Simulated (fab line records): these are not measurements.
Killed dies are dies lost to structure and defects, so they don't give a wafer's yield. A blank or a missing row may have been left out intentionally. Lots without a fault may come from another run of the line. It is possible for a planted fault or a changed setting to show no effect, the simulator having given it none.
What tool caused it? || flow n5 finfet || 10 lots with 28 wafers sampled at 6 steps, on a route of 1938 steps

== WHAT THE GAUGES SHOWED, per wafer ==
N5_BEOL_M2_INSPECT_59: inspects for defects (darkfield).
{"lot": "L594", "measured": "day 7 02:56", "on": "defect inspect-02", "raw defect count": "104 73 123"}
{"lot": "L596", "measured": "day 7 03:33", "on": "defect inspect-01", "raw defect count": "48 34 72"}
{"lot": "L598", "measured": "day 7 18:26", "on": "defect inspect-01", "raw defect count": "70 61 55"}
{"lot": "L599", "measured": "day 8 12:32", "on": "defect inspect-01", "raw defect count": "79 84"}
{"lot": "L600", "measured": "day 9 00:26", "on": "defect inspect-01", "raw defect count": "44 43"}
{"lot": "L609", "measured": "day 11 06:53", "on": "defect inspect-01", "raw defect count": "102 90 119"}
{"lot": "L612", "measured": "day 11 13:42", "on": "defect inspect-02", "raw defect count": "74 83 77"}
{"lot": "L615", "measured": "day 11 22:03", "on": "defect inspect-01", "raw defect count": "69 65 47"}
{"lot": "L616", "measured": "day 12 15:57", "on": "defect inspect-02", "raw defect count": "171 127 135"}
{"lot": "L617", "measured": "day 12 18:25", "on": "defect inspect-02", "raw defect count": "58 57 76"}

N5_BEOL_M3_THK_MEAS_01.
{"lot": "L594", "measured": "day 7 03:02", "on": "film metro-01", "M3_ILD_THK (nm)": "77.2 77.9 79.6"}
{"lot": "L596", "measured": "day 7 03:39", "on": "film metro-01", "M3_ILD_THK (nm)": "78.8 78.7 80.4"}
{"lot": "L598", "measured": "day 7 18:33", "on": "film metro-01", "M3_ILD_THK (nm)": "77.7 79.6 121.6"}
{"lot": "L599", "measured": "day 8 12:38", "on": "film metro-01", "M3_ILD_THK (nm)": "77.2 122.4"}
{"lot": "L600", "measured": "day 9 00:32", "on": "film metro-02", "M3_ILD_THK (nm)": "77.6 121.1"}
{"lot": "L609", "measured": "day 11 06:59", "on": "film metro-01", "M3_ILD_THK (nm)": "77.8 78.3 78.8"}
{"lot": "L612", "measured": "day 11 13:49", "on": "film metro-01", "M3_ILD_THK (nm)": "78.9 79.1 80.5"}
{"lot": "L615", "measured": "day 11 22:10", "on": "film metro-01", "M3_ILD_THK (nm)": "77.8 77.7 78.8"}
{"lot": "L616", "measured": "day 12 16:04", "on": "film metro-01", "M3_ILD_THK (nm)": "77.7 79.4 79.2"}
{"lot": "L617", "measured": "day 12 18:31", "on": "film metro-02", "M3_ILD_THK (nm)": "76.6 80.7 79.3"}

N5_BEOL_M4_RC_MEAS_101.
{"lot": "L594", "measured": "day 7 19:40", "on": "prober-02", "DIBL_N (mV/V)": "35.0 35.8 35.0", "DIBL_P (mV/V)": "34.4 36.3 35.2", "IOFF_N (nA/um)": "0.15 0.17 0.15", "IOFF_P (nA/um)": "0.16 0.19 0.17", "ION_N (uA/um)": "664 691 671", "ION_P (uA/um)": "450 467 459", "SS_N (mV/dec)": "71.5 72.1 72.0", "SS_P (mV/dec)": "73.0 73.8 72.7", "VT_N (mV)": "250 248 248", "VT_P (mV)": "-254 -252 -252"}
{"lot": "L596", "measured": "day 7 21:46", "on": "prober-02", "DIBL_N (mV/V)": "34.2 33.8 34.3", "DIBL_P (mV/V)": "32.9 34.0 33.8", "IOFF_N (nA/um)": "0.12 0.12 0.13", "IOFF_P (nA/um)": "0.17 0.18 0.18", "ION_N (uA/um)": "664 671 673", "ION_P (uA/um)": "451 462 452", "SS_N (mV/dec)": "71.0 71.3 70.8", "SS_P (mV/dec)": "72.0 71.9 73.0", "VT_N (mV)": "254 257 253", "VT_P (mV)": "-254 -255 -252"}
{"lot": "L598", "measured": "day 8 20:38", "on": "prober-02", "DIBL_N (mV/V)": "37.6 34.5", "DIBL_P (mV/V)": "39.3 35.6", "IOFF_N (nA/um)": "0.21 0.15", "IOFF_P (nA/um)": "0.27 0.21", "ION_N (uA/um)": "679 670", "ION_P (uA/um)": "467 459", "SS_N (mV/dec)": "72.1 71.0", "SS_P (mV/dec)": "73.9 72.9", "VT_N (mV)": "247 250", "VT_P (mV)": "-246 -247"}
{"lot": "L599", "measured": "day 9 08:40", "on": "prober-01", "DIBL_N (mV/V)": 35.0, "DIBL_P (mV/V)": 35.8, "IOFF_N (nA/um)": 0.14, "IOFF_P (nA/um)": 0.20, "ION_N (uA/um)": 669, "ION_P (uA/um)": 459, "SS_N (mV/dec)": 71.6, "SS_P (mV/dec)": 72.8, "VT_N (mV)": 252, "VT_P (mV)": -254}
{"lot": "L600", "measured": "day 10 00:59", "on": "prober-01", "DIBL_N (mV/V)": 36.7, "DIBL_P (mV/V)": 37.9, "IOFF_N (nA/um)": 0.17, "IOFF_P (nA/um)": 0.19, "ION_N (uA/um)": 683, "ION_P (uA/um)": 459, "SS_N (mV/dec)": 72.1, "SS_P (mV/dec)": 72.5, "VT_N (mV)": 249, "VT_P (mV)": -251}
{"lot": "L609", "measured": "day 12 13:22", "on": "prober-02", "DIBL_N (mV/V)": "37.4 39.5 34.0", "DIBL_P (mV/V)": "36.8 40.4 33.2", "IOFF_N (nA/um)": "0.21 0.25 0.13", "IOFF_P (nA/um)": "0.27 0.34 0.20", "ION_N (uA/um)": "697 702 667", "ION_P (uA/um)": "478 486 462", "SS_N (mV/dec)": "71.8 72.1 70.4", "SS_P (mV/dec)": "73.6 73.8 72.5", "VT_N (mV)": "245 242 252", "VT_P (mV)": "-244 -243 -247"}
{"lot": "L612", "measured": "day 12 16:39", "on": "prober-01", "DIBL_N (mV/V)": "37.3 37.0 32.9", "DIBL_P (mV/V)": "36.3 35.8 31.6", "IOFF_N (nA/um)": "0.18 0.16 0.11", "IOFF_P (nA/um)": "0.21 0.20 0.15", "ION_N (uA/um)": "672 682 661", "ION_P (uA/um)": "458 464 456", "SS_N (mV/dec)": "72.0 70.6 70.9", "SS_P (mV/dec)": "73.2 73.4 72.5", "VT_N (mV)": "248 249 252", "VT_P (mV)": "-251 -251 -256"}
{"lot": "L615", "measured": "day 12 23:56", "on": "prober-01", "DIBL_N (mV/V)": "37.1 36.5 33.7", "DIBL_P (mV/V)": "37.8 36.8 32.5", "IOFF_N (nA/um)": "0.17 0.15 0.11", "IOFF_P (nA/um)": "0.21 0.20 0.15", "ION_N (uA/um)": "679 674 660", "ION_P (uA/um)": "458 468 454", "SS_N (mV/dec)": "72.1 71.4 70.9", "SS_P (mV/dec)": "74.1 73.9 72.8", "VT_N (mV)": "246 251 255", "VT_P (mV)": "-251 -255 -255"}
{"lot": "L616", "measured": "day 13 21:09", "on": "prober-02", "DIBL_N (mV/V)": "35.9 35.5 35.3", "DIBL_P (mV/V)": "34.6 34.3 33.3", "IOFF_N (nA/um)": "0.14 0.14 0.12", "IOFF_P (nA/um)": "0.20 0.20 0.19", "ION_N (uA/um)": "676 683 669", "ION_P (uA/um)": "467 466 464", "SS_N (mV/dec)": "70.8 71.0 70.5", "SS_P (mV/dec)": "73.0 72.3 72.7", "VT_N (mV)": "249 249 254", "VT_P (mV)": "-252 -251 -252"}
{"lot": "L617", "measured": "day 13 23:44", "on": "prober-02", "DIBL_N (mV/V)": "34.4 35.2 32.4", "DIBL_P (mV/V)": "33.0 34.1 30.8", "IOFF_N (nA/um)": "0.11 0.12 0.09", "IOFF_P (nA/um)": "0.17 0.18 0.14", "ION_N (uA/um)": "659 658 653", "ION_P (uA/um)": "459 459 453", "SS_N (mV/dec)": "70.6 71.7 70.3", "SS_P (mV/dec)": "72.5 72.9 71.6", "VT_N (mV)": "255 255 257", "VT_P (mV)": "-251 -253 -255"}

== WHICH TOOL RAN EACH LOT (tool, then ch and the chambers of the sampled wafers, then the start) ==
{"lot": "L594", "N5_BEOL_M2_SPUTTER_90": "pvd sputter-01, day 7 01:07", "N5_BEOL_M2_ANNEAL_95": "pvd sputter-01, day 7 01:38", "N5_BEOL_M3_ILD_DEP_00": "pecvd-02 ch 0,1, day 7 02:58"}
{"lot": "L596", "N5_BEOL_M2_SPUTTER_90": "pvd sputter-03, day 7 01:46", "N5_BEOL_M2_ANNEAL_95": "pvd sputter-03, day 7 02:17", "N5_BEOL_M3_ILD_DEP_00": "pecvd-02 ch 0,1,2, day 7 03:35"}
{"lot": "L598", "N5_BEOL_M2_SPUTTER_90": "pvd sputter-01, day 7 16:38", "N5_BEOL_M2_ANNEAL_95": "pvd sputter-01, day 7 17:10", "N5_BEOL_M3_ILD_DEP_00": "pecvd-02 ch 1,2, day 7 18:29"}
{"lot": "L599", "N5_BEOL_M2_SPUTTER_90": "pvd sputter-03, day 8 10:05", "N5_BEOL_M2_ANNEAL_95": "pvd sputter-03, day 8 10:36", "N5_BEOL_M3_ILD_DEP_00": "pecvd-02 ch 1,2, day 8 12:35"}
{"lot": "L600", "N5_BEOL_M2_SPUTTER_90": "pvd sputter-03, day 8 18:53", "N5_BEOL_M2_ANNEAL_95": "pvd sputter-03, day 8 19:24", "N5_BEOL_M3_ILD_DEP_00": "pecvd-02 ch 1, day 9 00:28"}
{"lot": "L609", "N5_BEOL_M2_SPUTTER_90": "pvd sputter-02, day 11 05:07", "N5_BEOL_M2_ANNEAL_95": "pvd sputter-02, day 11 05:38", "N5_BEOL_M3_ILD_DEP_00": "pecvd-03 ch 1,2, day 11 06:55"}
{"lot": "L612", "N5_BEOL_M2_SPUTTER_90": "pvd sputter-01, day 11 11:55", "N5_BEOL_M2_ANNEAL_95": "pvd sputter-01, day 11 12:26", "N5_BEOL_M3_ILD_DEP_00": "pecvd-02 ch 0,2, day 11 13:44"}
{"lot": "L615", "N5_BEOL_M2_SPUTTER_90": "pvd sputter-01, day 11 20:19", "N5_BEOL_M2_ANNEAL_95": "pvd sputter-01, day 11 20:50", "N5_BEOL_M3_ILD_DEP_00": "pecvd-02 ch 0,2, day 11 22:05"}
{"lot": "L616", "N5_BEOL_M2_SPUTTER_90": "pvd sputter-02, day 12 13:52", "N5_BEOL_M2_ANNEAL_95": "pvd sputter-02, day 12 14:23", "N5_BEOL_M3_ILD_DEP_00": "pecvd-02 ch 1,2, day 12 15:59"}
{"lot": "L617", "N5_BEOL_M2_SPUTTER_90": "pvd sputter-01, day 12 16:41", "N5_BEOL_M2_ANNEAL_95": "pvd sputter-01, day 12 17:13", "N5_BEOL_M3_ILD_DEP_00": "pecvd-01 ch 0,2, day 12 18:28"}
- N5_BEOL_M2_SPUTTER_90: material Cu, target thk 4.5 nm, time 8.29 s.
- N5_BEOL_M2_ANNEAL_95: time 240 s.
- N5_BEOL_M3_ILD_DEP_00: deposits SiOC from DEMS/O2, target thk 79 nm, time 15.3 s.

== AS READ BY THE TOOLS THEMSELVES (means over the sampled wafers that have a number; for cases with no such wafer, the mark the record gives instead) ==
N5_BEOL_M2_SPUTTER_90.
{"lot": "L594", "tool": "pvd sputter-01", "throttle valve pct (%)": 29.1}
{"lot": "L596", "tool": "pvd sputter-03", "throttle valve pct (%)": 29.4}
{"lot": "L598", "tool": "pvd sputter-01", "throttle valve pct (%)": 27.7}
{"lot": "L599", "tool": "pvd sputter-03", "throttle valve pct (%)": 28.8}
{"lot": "L600", "tool": "pvd sputter-03", "throttle valve pct (%)": 29.9}
{"lot": "L609", "tool": "pvd sputter-02", "throttle valve pct (%)": 30.2}
{"lot": "L612", "tool": "pvd sputter-01", "throttle valve pct (%)": 29.2}
{"lot": "L615", "tool": "pvd sputter-01", "throttle valve pct (%)": 28.6}
{"lot": "L616", "tool": "pvd sputter-02", "throttle valve pct (%)": 30.2}
{"lot": "L617", "tool": "pvd sputter-01", "throttle valve pct (%)": 28.1}

N5_BEOL_M2_ANNEAL_95.
{"lot": "L594", "tool": "pvd sputter-01", "heater power w (W)": 835}
{"lot": "L596", "tool": "pvd sputter-03", "heater power w (W)": 888}
{"lot": "L598", "tool": "pvd sputter-01", "heater power w (W)": 799}
{"lot": "L599", "tool": "pvd sputter-03", "heater power w (W)": 774}
{"lot": "L600", "tool": "pvd sputter-03", "heater power w (W)": 888}
{"lot": "L609", "tool": "pvd sputter-02", "heater power w (W)": 822}
{"lot": "L612", "tool": "pvd sputter-01", "heater power w (W)": 830}
{"lot": "L615", "tool": "pvd sputter-01", "heater power w (W)": 836}
{"lot": "L616", "tool": "pvd sputter-02", "heater power w (W)": 807}
{"lot": "L617", "tool": "pvd sputter-01", "heater power w (W)": 814}

N5_BEOL_M3_ILD_DEP_00.
{"lot": "L594", "tool": "pecvd-02", "heater power w (W)": 672, "showerhead plenum p Torr (Torr)": 5.694, "throttle valve pct (%)": 12.0}
{"lot": "L596", "tool": "pecvd-02", "heater power w (W)": 569, "showerhead plenum p Torr (Torr)": 5.693, "throttle valve pct (%)": 12.0}
{"lot": "L598", "tool": "pecvd-02", "heater power w (W)": 551, "showerhead plenum p Torr (Torr)": 5.704, "throttle valve pct (%)": 11.8}
{"lot": "L599", "tool": "pecvd-02", "heater power w (W)": 581, "showerhead plenum p Torr (Torr)": 5.715, "throttle valve pct (%)": 11.8}
{"lot": "L600", "tool": "pecvd-02", "heater power w (W)": 672, "showerhead plenum p Torr (Torr)": 5.695, "throttle valve pct (%)": 11.3}
{"lot": "L609", "tool": "pecvd-03", "heater power w (W)": 429, "showerhead plenum p Torr (Torr)": 5.687, "throttle valve pct (%)": 12.0}
{"lot": "L612", "tool": "pecvd-02", "heater power w (W)": 566, "showerhead plenum p Torr (Torr)": 5.693, "throttle valve pct (%)": 12.2}
{"lot": "L615", "tool": "pecvd-02", "heater power w (W)": 592, "showerhead plenum p Torr (Torr)": 5.704, "throttle valve pct (%)": 12.2}
{"lot": "L616", "tool": "pecvd-02", "heater power w (W)": 599, "showerhead plenum p Torr (Torr)": 5.693, "throttle valve pct (%)": 11.7}
{"lot": "L617", "tool": "pecvd-01", "heater power w (W)": 388, "showerhead plenum p Torr (Torr)": 5.700, "throttle valve pct (%)": 11.7}

== THE ANSWER, worked out from the rows above alone ==
Rule: what is usual is taken from the lots themselves. Put in order of their means at a reading, lots are off if they are a third of the lots or fewer, leave a main group of 4 or more, and stand apart from it by a gap of 3 or more times the standard deviation of the main group's means; of several such gaps the widest counts. Not used: any main group whose means are identical at the precision the tables above print for the reading. Also off: a lot with no number at a reading for which 4 or more lots have one. The other lots that the step has rows for count as sound. First the gauges in route order, then the tools' own readings, where a lot's mean is used as printed above. At the first step where some lot is off, the reading lying furthest off is the one used; lots without a number count as furthest.
Off: at N5_BEOL_M3_THK_MEAS_01 (M3_ILD_THK), L598, L599, L600. The main group has a mean of 78.7 nm with a standard deviation of 0.5.
If a tool, at a process step before that reading, ran all the lots that are off and no sound lot after the first of them, it fits. Those tools and the gauges at N5_BEOL_M3_THK_MEAS_01 are tried in the same way. None of those tried fits.

== WHAT THE SIMULATOR HAD INSERTED ==
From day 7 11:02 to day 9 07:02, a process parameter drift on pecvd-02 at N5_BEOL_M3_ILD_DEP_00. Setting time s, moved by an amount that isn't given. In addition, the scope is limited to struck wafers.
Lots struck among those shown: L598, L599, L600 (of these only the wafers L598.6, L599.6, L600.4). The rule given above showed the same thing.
